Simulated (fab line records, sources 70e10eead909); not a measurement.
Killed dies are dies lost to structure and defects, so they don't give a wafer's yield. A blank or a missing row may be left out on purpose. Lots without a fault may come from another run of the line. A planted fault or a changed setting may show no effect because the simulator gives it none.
fab line records | flow nand_harc | part 1 of 2: steps 1 to 26 of 39
record lots=5 wafers=15 last_day=34
route steps=1302 shown A_SOURCE_PLATE@423 A_ONON_D1@424 A_CHANNEL_HOLE_D1@450
lots that met no fault: from a run of the same line without faults
start_h: hours from the record's first day to the start of the lot's first wafer shown | wait_h: hours since the lot's step before | " the same as in the row above | L1.1+2: a row that stands for several wafers | - no value, or no start given | * or withheld: withheld | < > ~ a bound
route shown NAME@n: a module of which the file shows steps, and the number in the route of the first | usual: mean/standard deviation of fault-free wafers | same: alike in all rows | chamber/n: place in a boat | sites: the reading at each site | _std_site: their standard deviation | _edge_site: outer sites' mean less inner sites' | radius_mm: how far each site lies from the wafer's centre | mask NAME#n: copy n | behind: the tool/chamber that last shaped the wafer | hold: why the lot was held/for how many hours/how that ended | device: the transistor (n, p or np) that didn't switch | end of line: the same wafers' tests at the end of the route | a step without rows: its recipe alone | killed: dies lost to structure and defects at the first sort, not the wafer's yield | map: a wafer's dies, x killed, . not, _ none there
set.NAME: the setting as run; set.NAME@STEP: as run at that earlier step | model.NAME: the simulator's own value behind a step, which no gauge read
lots at some steps of the route; a table a step, a row a wafer
services: from which hour (start_h, from the record's first day; less than 0 if before it) a tool's chamber was out of use, for how many hours, and why
## steps
# step NHARC_A_SOURCE_PLATE_INSPECT_08
# usual raw_defect_count=61/20
# columns lot.wafer tool chamber start_h wait_h raw_defect_count
L087.1 defect_inspect-02 - 294.14 0.0 68
L087.3 " - " " 67
L087.5 " - " " 60
L089.1 defect_inspect-01 - 308.63 0.0 41
L089.2 " - " " 70
L089.3 " - " " 71
L092.3 defect_inspect-01 - 338.03 0.0 48
L092.4 " - " " 48
L092.5 " - " " 29
L095.1 defect_inspect-02 - 375.40 0.0 37
L095.4 " - " " 64
L095.5 " - " " 33
L096.1 defect_inspect-02 - 384.64 0.0 87
L096.2 " - " " 32
L096.6 " - " " 84
# step NHARC_A_ONON_D1_DEP_00
# recipe target_thk_a=10000 n2_flow_sccm=2750 n2o_flow_sccm=2000 nh3_flow_sccm=500 sih4_flow_sccm=210 temp_c=400
# usual n2_flow_sccm=2749/8.2 n2o_flow_sccm=1999/5.2
# columns lot.wafer tool chamber start_h wait_h n2_flow_sccm n2o_flow_sccm
L087.1 pecvd_onon-04 0 294.21 0.1 2758 2004
L087.3 " 0 " " 2754 1995
L087.5 " 0 " " 2756 2001
L089.1 pecvd_onon-04 0 308.70 0.1 2749 2001
L089.2 " 0 " " 2751 2000
L089.3 " 0 " " 2749 2001
L092.3 pecvd_onon-03 0 338.21 0.2 2764 1999
L092.4 " 0 " " 2756 2004
L092.5 " 0 " " 2741 2003
L095.1 pecvd_onon-03 0 375.47 0.1 2742 1992
L095.4 " 0 " " 2753 1988
L095.5 " 0 " " 2764 1986
L096.1 pecvd_onon-02 0 384.71 0.1 2770 2009
L096.2 " 0 " " 2761 2010
L096.6 " 0 " " 2754 2005
# step NHARC_A_ONON_D1_THK_MEAS_02
# recipe thk_meas_gauge=ellipsometry
# usual thk_nm=1001/8.6
# columns lot.wafer tool chamber start_h wait_h thk_nm
L087.1 film_metro-01 - 294.71 - 1001
L087.3 " - " " 1000
L087.5 " - " " 1002
L089.1 film_metro-02 - 309.20 - 995
L089.2 " - " " 995
L089.3 " - " " 994
L092.3 film_metro-01 - 338.61 - 983
L092.4 " - " " 984
L092.5 " - " " 984
L095.1 film_metro-01 - 375.98 - 995
L095.4 " - " " 992
L095.5 " - " " 994
L096.1 film_metro-01 - 385.24 - 1009
L096.2 " - " " 1008
L096.6 " - " " 1009
# step NHARC_A_ONON_D1_DEP_03
# recipe target_thk_a=10000 n2_flow_sccm=2750 n2o_flow_sccm=2000 nh3_flow_sccm=500 sih4_flow_sccm=210 temp_c=400
# usual n2_flow_sccm=2750/8 n2o_flow_sccm=2000/6.1
# columns lot.wafer tool chamber start_h wait_h n2_flow_sccm n2o_flow_sccm
L087.1 pecvd_onon-03 0 294.77 0.1 2748 2000
L087.3 " 0 " " 2747 1993
L087.5 " 0 " " 2749 2007
L089.1 pecvd_onon-04 0 309.26 0.1 2766 1997
L089.2 " 0 " " 2762 2001
L089.3 " 0 " " 2761 2007
L092.3 pecvd_onon-03 0 338.78 0.2 2760 2001
L092.4 " 0 " " 2754 1998
L092.5 " 0 " " 2752 1998
L095.1 pecvd_onon-03 0 376.04 0.1 2747 1993
L095.4 " 0 " " 2754 1991
L095.5 " 0 " " 2746 1996
L096.1 pecvd_onon-04 0 385.30 0.1 2751 2000
L096.2 " 0 " " 2743 2000
L096.6 " 0 " " 2739 1998
# step NHARC_A_ONON_D1_THK_MEAS_05
# recipe thk_meas_gauge=ellipsometry
# usual thk_nm=1002/10
# columns lot.wafer tool chamber start_h wait_h thk_nm
L087.1 film_metro-01 - 295.28 - 1001
L087.3 " - " " 998
L087.5 " - " " 998
L089.1 film_metro-01 - 309.78 - 1028
L089.2 " - " " 1028
L089.3 " - " " 1028
L092.3 film_metro-01 - 339.18 - 1000
L092.4 " - " " 1002
L092.5 " - " " 1000
L095.1 film_metro-01 - 376.55 - 999
L095.4 " - " " 997
L095.5 " - " " 997
L096.1 film_metro-01 - 385.82 - 1000
L096.2 " - " " 1002
L096.6 " - " " 1001
# step NHARC_A_ONON_D1_DEP_06
# recipe target_thk_a=10000 n2_flow_sccm=2750 n2o_flow_sccm=2000 nh3_flow_sccm=500 sih4_flow_sccm=210 temp_c=400
# usual n2_flow_sccm=2750/7.8 n2o_flow_sccm=2000/6.1
# columns lot.wafer tool chamber start_h wait_h n2_flow_sccm n2o_flow_sccm
L087.1 pecvd_onon-02 0 295.34 0.1 2748 2001
L087.3 " 0 " " 2749 2003
L087.5 " 0 " " 2737 2002
L089.1 pecvd_onon-03 0 309.83 0.1 2747 1998
L089.2 " 0 " " 2747 2008
L089.3 " 0 " " 2761 1991
L092.3 pecvd_onon-03 0 339.35 0.2 2747 1992
L092.4 " 0 " " 2744 1987
L092.5 " 0 " " 2750 1996
L095.1 pecvd_onon-03 0 376.60 0.1 2757 2004
L095.4 " 0 " " 2753 2005
L095.5 " 0 " " 2755 1988
L096.1 pecvd_onon-02 0 385.87 0.1 2751 2000
L096.2 " 0 " " 2743 1998
L096.6 " 0 " " 2751 1996
# step NHARC_A_ONON_D1_THK_MEAS_08
# recipe thk_meas_gauge=ellipsometry
# usual thk_nm=999/6.7
# columns lot.wafer tool chamber start_h wait_h thk_nm
L087.1 film_metro-01 - 295.85 - 995
L087.3 " - " " 993
L087.5 " - " " 994
L089.1 film_metro-02 - 310.34 - 1004
L089.2 " - " " 1006
L089.3 " - " " 1005
L092.3 film_metro-02 - 339.75 - 995
L092.4 " - " " 995
L092.5 " - " " 995
L095.1 film_metro-01 - 377.11 - 999
L095.4 " - " " 1000
L095.5 " - " " 999
L096.1 film_metro-01 - 386.38 - 1010
L096.2 " - " " 1009
L096.6 " - " " 1011
# step NHARC_A_ONON_D1_DEP_09
# recipe target_thk_a=10000 n2_flow_sccm=2750 n2o_flow_sccm=2000 nh3_flow_sccm=500 sih4_flow_sccm=210 temp_c=400
# usual n2_flow_sccm=2749/7.9 n2o_flow_sccm=1999/5.3
# columns lot.wafer tool chamber start_h wait_h n2_flow_sccm n2o_flow_sccm
L087.1 pecvd_onon-04 0 295.91 0.1 2749 1994
L087.3 " 0 " " 2756 1997
L087.5 " 0 " " 2750 1999
L089.1 pecvd_onon-02 0 310.40 0.1 2752 1998
L089.2 " 0 " " 2758 2009
L089.3 " 0 " " 2763 2008
L092.3 pecvd_onon-04 0 339.93 0.2 2757 2009
L092.4 " 0 " " 2755 1997
L092.5 " 0 " " 2773 1997
L095.1 pecvd_onon-03 0 377.17 0.1 2738 1997
L095.4 " 0 " " 2735 1999
L095.5 " 0 " " 2736 2004
L096.1 pecvd_onon-03 0 386.44 0.1 2758 1992
L096.2 " 0 " " 2750 1997
L096.6 " 0 " " 2752 2000
# step NHARC_A_ONON_D1_THK_MEAS_11
# recipe thk_meas_gauge=ellipsometry
# usual thk_nm=998/9.3
# columns lot.wafer tool chamber start_h wait_h thk_nm
L087.1 film_metro-02 - 296.42 - 1004
L087.3 " - " " 1006
L087.5 " - " " 1005
L089.1 film_metro-01 - 310.91 - 1007
L089.2 " - " " 1006
L089.3 " - " " 1006
L092.3 film_metro-02 - 340.33 - 984
L092.4 " - " " 983
L092.5 " - " " 983
L095.1 film_metro-01 - 377.68 - 1008
L095.4 " - " " 1007
L095.5 " - " " 1008
L096.1 film_metro-01 - 386.95 - 1001
L096.2 " - " " 1000
L096.6 " - " " 999
# step NHARC_A_ONON_D1_DEP_12
# recipe target_thk_a=10000 n2_flow_sccm=2750 n2o_flow_sccm=2000 nh3_flow_sccm=500 sih4_flow_sccm=210 temp_c=400
# usual n2_flow_sccm=2751/7.9 n2o_flow_sccm=1999/5
# columns lot.wafer tool chamber start_h wait_h n2_flow_sccm n2o_flow_sccm
L087.1 pecvd_onon-03 0 296.47 0.1 2761 2011
L087.3 " 0 " " 2764 1996
L087.5 " 0 " " 2752 2013
L089.1 pecvd_onon-02 0 310.96 0.1 2765 1996
L089.2 " 0 " " 2762 1998
L089.3 " 0 " " 2757 1997
L092.3 pecvd_onon-02 0 340.50 0.2 2750 1995
L092.4 " 0 " " 2752 1996
L092.5 " 0 " " 2756 1991
L095.1 pecvd_onon-03 0 377.73 0.1 2752 2000
L095.4 " 0 " " 2752 1996
L095.5 " 0 " " 2757 1990
L096.1 pecvd_onon-04 0 387.01 0.1 2756 2003
L096.2 " 0 " " 2758 1995
L096.6 " 0 " " 2740 1994
# step NHARC_A_ONON_D1_THK_MEAS_14
# recipe thk_meas_gauge=ellipsometry
# usual thk_nm=998/9.4
# columns lot.wafer tool chamber start_h wait_h thk_nm
L087.1 film_metro-02 - 296.98 - 1005
L087.3 " - " " 1004
L087.5 " - " " 1006
L089.1 film_metro-01 - 311.47 - 995
L089.2 " - " " 995
L089.3 " - " " 995
L092.3 film_metro-02 - 340.89 - 993
L092.4 " - " " 995
L092.5 " - " " 993
L095.1 film_metro-01 - 378.24 - 989
L095.4 " - " " 989
L095.5 " - " " 988
L096.1 film_metro-01 - 387.51 - 986
L096.2 " - " " 986
L096.6 " - " " 988
# step NHARC_A_ONON_D1_ANNEAL_15
# recipe temp_c=750 time_s=3600
# same time_s=3600
# columns lot.wafer tool chamber start_h wait_h
L087.1+3+5 furnace-06 0 302.87 5.9
L089.1+2+3 furnace-06 0 315.17 3.7
L092.3+4+5 furnace-07 0 345.18 4.3
L095.1+4+5 furnace-06 0 381.63 3.4
L096.1+2+6 furnace-06 0 393.94 6.4
# step NHARC_A_ONON_D1_DEP_16
# recipe target_thk_a=10000 n2_flow_sccm=2750 n2o_flow_sccm=2000 nh3_flow_sccm=500 sih4_flow_sccm=210 temp_c=400
# usual n2_flow_sccm=2752/7.3 n2o_flow_sccm=2001/5.5
# columns lot.wafer tool chamber start_h wait_h n2_flow_sccm n2o_flow_sccm
L087.1 pecvd_onon-04 0 306.72 0.1 2758 1998
L087.3 " 0 " " 2751 2001
L087.5 " 0 " " 2748 1997
L089.1 pecvd_onon-03 0 319.05 0.1 2752 2005
L089.2 " 0 " " 2758 1998
L089.3 " 0 " " 2747 2007
L092.3 pecvd_onon-04 0 349.25 0.2 2742 1997
L092.4 " 0 " " 2754 2007
L092.5 " 0 " " 2744 2001
L095.1 pecvd_onon-03 0 385.53 0.1 2769 1999
L095.4 " 0 " " 2757 2003
L095.5 " 0 " " 2757 2000
L096.1 pecvd_onon-04 0 397.83 0.1 2757 2000
L096.2 " 0 " " 2750 2004
L096.6 " 0 " " 2746 2006
# step NHARC_A_ONON_D1_THK_MEAS_18
# recipe thk_meas_gauge=ellipsometry
# usual thk_nm=1000/7.4
# columns lot.wafer tool chamber start_h wait_h thk_nm
L087.1 film_metro-02 - 307.23 - 1003
L087.3 " - " " 1005
L087.5 " - " " 1005
L089.1 film_metro-01 - 319.56 - 997
L089.2 " - " " 997
L089.3 " - " " 998
L092.3 film_metro-02 - 349.64 - 1014
L092.4 " - " " 1014
L092.5 " - " " 1014
L095.1 film_metro-01 - 386.04 - 996
L095.4 " - " " 998
L095.5 " - " " 995
L096.1 film_metro-02 - 398.34 - 996
L096.2 " - " " 996
L096.6 " - " " 995
# step NHARC_A_ONON_D1_DEP_19
# recipe target_thk_a=10000 n2_flow_sccm=2750 n2o_flow_sccm=2000 nh3_flow_sccm=500 sih4_flow_sccm=210 temp_c=400
# usual n2_flow_sccm=2750/7.7 n2o_flow_sccm=2001/5.6
# columns lot.wafer tool chamber start_h wait_h n2_flow_sccm n2o_flow_sccm
L087.1 pecvd_onon-02 0 307.29 0.1 2752 1990
L087.3 " 0 " " 2756 1996
L087.5 " 0 " " 2740 1998
L089.1 pecvd_onon-03 0 319.62 0.1 2740 2002
L089.2 " 0 " " 2743 1997
L089.3 " 0 " " 2731 2000
L092.3 pecvd_onon-02 0 349.81 0.2 2758 2003
L092.4 " 0 " " 2741 1993
L092.5 " 0 " " 2746 2002
L095.1 pecvd_onon-04 0 386.10 0.1 2760 1994
L095.4 " 0 " " 2764 2007
L095.5 " 0 " " 2752 2001
L096.1 pecvd_onon-02 0 398.40 0.1 2750 1995
L096.2 " 0 " " 2748 1989
L096.6 " 0 " " 2750 1995
# step NHARC_A_ONON_D1_THK_MEAS_21
# recipe thk_meas_gauge=ellipsometry
# usual thk_nm=1005/8.5
# columns lot.wafer tool chamber start_h wait_h thk_nm
L087.1 film_metro-02 - 307.79 - 997
L087.3 " - " " 995
L087.5 " - " " 995
L089.1 film_metro-01 - 320.13 - 998
L089.2 " - " " 997
L089.3 " - " " 996
L092.3 film_metro-02 - 350.21 - 1015
L092.4 " - " " 1015
L092.5 " - " " 1015
L095.1 film_metro-01 - 386.60 - 1006
L095.4 " - " " 1006
L095.5 " - " " 1005
L096.1 film_metro-02 - 398.91 - 1003
L096.2 " - " " 1004
L096.6 " - " " 1001
# step NHARC_A_ONON_D1_DEP_22
# recipe target_thk_a=10000 n2_flow_sccm=2750 n2o_flow_sccm=2000 nh3_flow_sccm=500 sih4_flow_sccm=210 temp_c=400
# usual n2_flow_sccm=2750/7.9 n2o_flow_sccm=2000/6
# columns lot.wafer tool chamber start_h wait_h n2_flow_sccm n2o_flow_sccm
L087.1 pecvd_onon-04 0 307.85 0.1 2745 2000
L087.3 " 0 " " 2741 1997
L087.5 " 0 " " 2744 2007
L089.1 pecvd_onon-03 0 320.18 0.1 2766 2008
L089.2 " 0 " " 2764 2006
L089.3 " 0 " " 2759 2001
L092.3 pecvd_onon-03 0 350.38 0.2 2750 2007
L092.4 " 0 " " 2751 2009
L092.5 " 0 " " 2749 1997
L095.1 pecvd_onon-02 0 386.66 0.1 2744 1999
L095.4 " 0 " " 2755 1997
L095.5 " 0 " " 2745 2000
L096.1 pecvd_onon-03 0 398.97 0.1 2748 1995
L096.2 " 0 " " 2744 2007
L096.6 " 0 " " 2742 1998
# step NHARC_A_ONON_D1_THK_MEAS_24
# recipe thk_meas_gauge=ellipsometry
# usual thk_nm=999/10
# columns lot.wafer tool chamber start_h wait_h thk_nm
L087.1 film_metro-02 - 308.36 - 994
L087.3 " - " " 994
L087.5 " - " " 994
L089.1 film_metro-02 - 320.70 - 1000
L089.2 " - " " 999
L089.3 " - " " 999
L092.3 film_metro-01 - 350.78 - 988
L092.4 " - " " 987
L092.5 " - " " 989
L095.1 film_metro-01 - 387.17 - 1008
L095.4 " - " " 1009
L095.5 " - " " 1008
L096.1 film_metro-02 - 399.48 - 1005
L096.2 " - " " 1005
L096.6 " - " " 1003
# step NHARC_A_ONON_D1_DEP_25
# recipe target_thk_a=10000 n2_flow_sccm=2750 n2o_flow_sccm=2000 nh3_flow_sccm=500 sih4_flow_sccm=210 temp_c=400
# usual n2_flow_sccm=2748/9.3 n2o_flow_sccm=2000/6
# columns lot.wafer tool chamber start_h wait_h n2_flow_sccm n2o_flow_sccm
L087.1 pecvd_onon-02 0 308.42 0.1 2733 1997
L087.3 " 0 " " 2750 2003
L087.5 " 0 " " 2748 2000
L089.1 pecvd_onon-03 0 320.75 0.1 2742 2012
L089.2 " 0 " " 2744 2001
L089.3 " 0 " " 2742 2009
L092.3 pecvd_onon-04 0 350.95 0.2 2755 1999
L092.4 " 0 " " 2753 2000
L092.5 " 0 " " 2747 2010
L095.1 pecvd_onon-03 0 387.23 0.1 2746 1993
L095.4 " 0 " " 2746 1992
L095.5 " 0 " " 2736 2002
L096.1 pecvd_onon-02 0 399.53 0.1 2744 2000
L096.2 " 0 " " 2734 2004
L096.6 " 0 " " 2743 2000
# step NHARC_A_ONON_D1_THK_MEAS_27
# recipe thk_meas_gauge=ellipsometry
# usual thk_nm=1001/12
# columns lot.wafer tool chamber start_h wait_h thk_nm
L087.1 film_metro-02 - 308.93 - 1001
L087.3 " - " " 1003
L087.5 " - " " 1004
L089.1 film_metro-01 - 321.27 - 1001
L089.2 " - " " 1001
L089.3 " - " " 1002
L092.3 film_metro-01 - 351.35 - 1000
L092.4 " - " " 999
L092.5 " - " " 998
L095.1 film_metro-01 - 387.73 - 1002
L095.4 " - " " 1004
L095.5 " - " " 1002
L096.1 film_metro-02 - 400.04 - 994
L096.2 " - " " 992
L096.6 " - " " 994
# step NHARC_A_ONON_D1_DEP_28
# recipe target_thk_a=10000 n2_flow_sccm=2750 n2o_flow_sccm=2000 nh3_flow_sccm=500 sih4_flow_sccm=210 temp_c=400
# usual n2_flow_sccm=2750/8.6 n2o_flow_sccm=1998/6.1
# columns lot.wafer tool chamber start_h wait_h n2_flow_sccm n2o_flow_sccm
L087.1 pecvd_onon-02 0 308.98 0.1 2748 1996
L087.3 " 0 " " 2755 1997
L087.5 " 0 " " 2739 1994
L089.1 pecvd_onon-03 0 321.32 0.1 2750 2008
L089.2 " 0 " " 2756 2002
L089.3 " 0 " " 2755 2003
L092.3 pecvd_onon-04 0 351.52 0.2 2747 2004
L092.4 " 0 " " 2743 2003
L092.5 " 0 " " 2746 2000
L095.1 pecvd_onon-02 0 387.79 0.1 2744 2002
L095.4 " 0 " " 2759 1991
L095.5 " 0 " " 2745 1996
L096.1 pecvd_onon-04 0 400.10 0.1 2752 2008
L096.2 " 0 " " 2761 2002
L096.6 " 0 " " 2761 2009
# step NHARC_A_ONON_D1_THK_MEAS_30
# recipe thk_meas_gauge=ellipsometry
# usual thk_nm=1000/11
# columns lot.wafer tool chamber start_h wait_h thk_nm
L087.1 film_metro-01 - 309.49 - 1016
L087.3 " - " " 1017
L087.5 " - " " 1015
L089.1 film_metro-01 - 321.83 - 999
L089.2 " - " " 1000
L089.3 " - " " 998
L092.3 film_metro-01 - 351.92 - 988
L092.4 " - " " 987
L092.5 " - " " 988
L095.1 film_metro-02 - 388.30 - 1006
L095.4 " - " " 1006
L095.5 " - " " 1008
L096.1 film_metro-01 - 400.61 - 1009
L096.2 " - " " 1009
L096.6 " - " " 1006
# step NHARC_A_ONON_D1_DEP_33
# recipe target_thk_a=2000 temp_c=400 pressure_torr=6.5 rf_w=900 teos_flow_sccm=161.4 flow_sccm=2650 target_thk_nm=200 gas=O2 material=SiO2
# usual heater_power_w=518/95 throttle_valve_pct=16.0/0.43
# columns lot.wafer tool chamber start_h wait_h heater_power_w throttle_valve_pct
L087.1 pecvd-04 1 309.55 0.1 563 16.4
L087.3 " 0 " " 370 16.2
L087.5 " 1 " " 590 16.6
L089.2 pecvd-04 2 321.88 0.1 398 15.2
L089.3 " 0 " " 421 16.0
L089.1 " 1 " " 616 16.6
L092.3 pecvd-04 0 352.07 0.1 408 16.0
L092.5 " 1 " " 480 16.4
L092.4 " 2 " " 451 15.4
L095.1 pecvd-04 0 388.45 0.1 478 15.9
L095.5 " 2 " " 419 15.6
L095.4 " 0 " " 474 16.1
L096.2 pecvd-03 2 400.71 0.1 393 16.5
L096.1 " 0 " " 640 16.0
L096.6 " 2 " " 411 16.4
# step NHARC_A_ONON_D1_THK_MEAS_34
# recipe thk_meas_gauge=ellipsometry
# usual thk_nm=199.9/2.8
# columns lot.wafer tool chamber start_h wait_h thk_nm
L087.1 film_metro-02 - 309.96 - 197.4
L087.3 " - " " 196.1
L087.5 " - " " 196.3
L089.1 film_metro-02 - 322.30 - 198.0
L089.2 " - " " 198.3
L089.3 " - " " 195.8
L092.3 film_metro-01 - 352.48 - 198.6
L092.4 " - " " 202.5
L092.5 " - " " 204.1
L095.1 film_metro-02 - 388.78 - 194.1
L095.4 " - " " 200.0
L095.5 " - " " 201.8
L096.1 film_metro-02 - 401.08 - 201.4
L096.2 " - " " 198.0
L096.6 " - " " 202.3
# step NHARC_A_ONON_D1_INSPECT_32
# usual raw_defect_count=72/21
# columns lot.wafer tool chamber start_h wait_h raw_defect_count
L087.1 defect_inspect-02 - 310.05 0.0 87
L087.3 " - " " 90
L087.5 " - " " 67
L089.1 defect_inspect-02 - 322.38 0.0 58
L089.2 " - " " 93
L089.3 " - " " 93
L092.3 defect_inspect-01 - 352.57 0.0 53
L092.4 " - " " 66
L092.5 " - " " 43
L095.1 defect_inspect-01 - 388.84 0.0 49
L095.4 " - " " 84
L095.5 " - " " 33
L096.1 defect_inspect-02 - 401.15 0.0 105
L096.2 " - " " 61
L096.6 " - " " 95
# step NHARC_A_CHANNEL_HOLE_D1_DEP_00
# recipe target_thk_a=31000 temp_c=400 material=aC
# usual throttle_valve_pct=35.000/0.0083
# columns lot.wafer tool chamber start_h wait_h throttle_valve_pct
L087.1 acl_dep-03 0 314.46 4.4 34.992
L087.3 " 0 " " 34.994
L087.5 " 0 " " 35.020
L089.1 acl_dep-01 0 324.02 1.6 34.989
L089.2 " 0 " " 35.001
L089.3 " 0 " " 34.993
L092.3 acl_dep-01 0 354.54 2.0 35.001
L092.4 " 0 " " 35.004
L092.5 " 0 " " 35.009
L095.1 acl_dep-02 0 388.91 0.1 34.992
L095.4 " 0 " " 35.002
L095.5 " 0 " " 35.003
L096.1 acl_dep-01 0 401.68 0.5 34.986
L096.2 " 0 " " 35.003
L096.6 " 0 403.28 2.1 35.020
